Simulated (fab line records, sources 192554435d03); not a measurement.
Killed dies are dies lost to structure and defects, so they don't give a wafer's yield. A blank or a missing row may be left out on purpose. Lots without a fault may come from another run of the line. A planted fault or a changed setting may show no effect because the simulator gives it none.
Chamber matching | flow n5_finfet | N5_BEOL_M4_ETCH_70 on rie_diel-02: 4 sister chambers
The step etches SOC in N2/H2, target depth 80 nm, overetch 24 nm, time 130 s. 8 wafers are shown with their chamber, then 8 later ones without.

WAFERS WITH THEIR CHAMBER
wafer  | chamber | drypump_motor_current_A (A) | throttle_valve_pct (%)
L082.4 | 3       | 5.2                         | 17.64
L082.5 | 2       | 6.6                         | 18.20
L083.4 | 3       | 5.2                         | 17.63
L083.5 | 2       | 6.7                         | 18.19
L086.1 | 1       | 5.8                         | 17.81
L086.3 | 0       | 6.2                         | 17.65
L086.5 | 0       | 6.2                         | 17.66
L090.2 | 1       | 5.8                         | 17.83

WAFERS WITHOUT THEIR CHAMBER
wafer  | drypump_motor_current_A (A) | throttle_valve_pct (%)
L090.3 | 6.2                         | 17.65
L090.5 | 6.1                         | 17.65
L093.3 | 6.2                         | 17.67
L093.5 | 6.2                         | 17.65
L093.6 | 5.2                         | 17.66
L094.2 | 5.2                         | 17.67
L094.3 | 6.2                         | 17.68
L094.5 | 5.2                         | 17.67

WHICH CHAMBER EACH WENT THROUGH
wafer  | from the rows above | in truth
L090.3 | 0                   | 0
L090.5 | 0                   | 0
L093.3 | 0                   | 0
L093.5 | 0                   | 0
L093.6 | 3                   | 3
L094.2 | 3                   | 3
L094.3 | 0                   | 0
L094.5 | 3                   | 3
Placed correctly: 8 of 8. Can't be placed from these rows: 0. Placed wrongly: 0.
How it was worked out, from the rows above alone: a wafer's distance from a chamber is the root of the sum, over the readings, of the square of ((its reading less the chamber's mean) divided by the reading's scatter). The wafer belongs to the nearest chamber; if the next one is less than 2 further off, it can't be placed. A chamber's mean is the mean of its shown wafers. The scatter: the root of (the sum of the squares of (reading less its chamber's mean) over the shown wafers, divided by (wafers less chambers)).
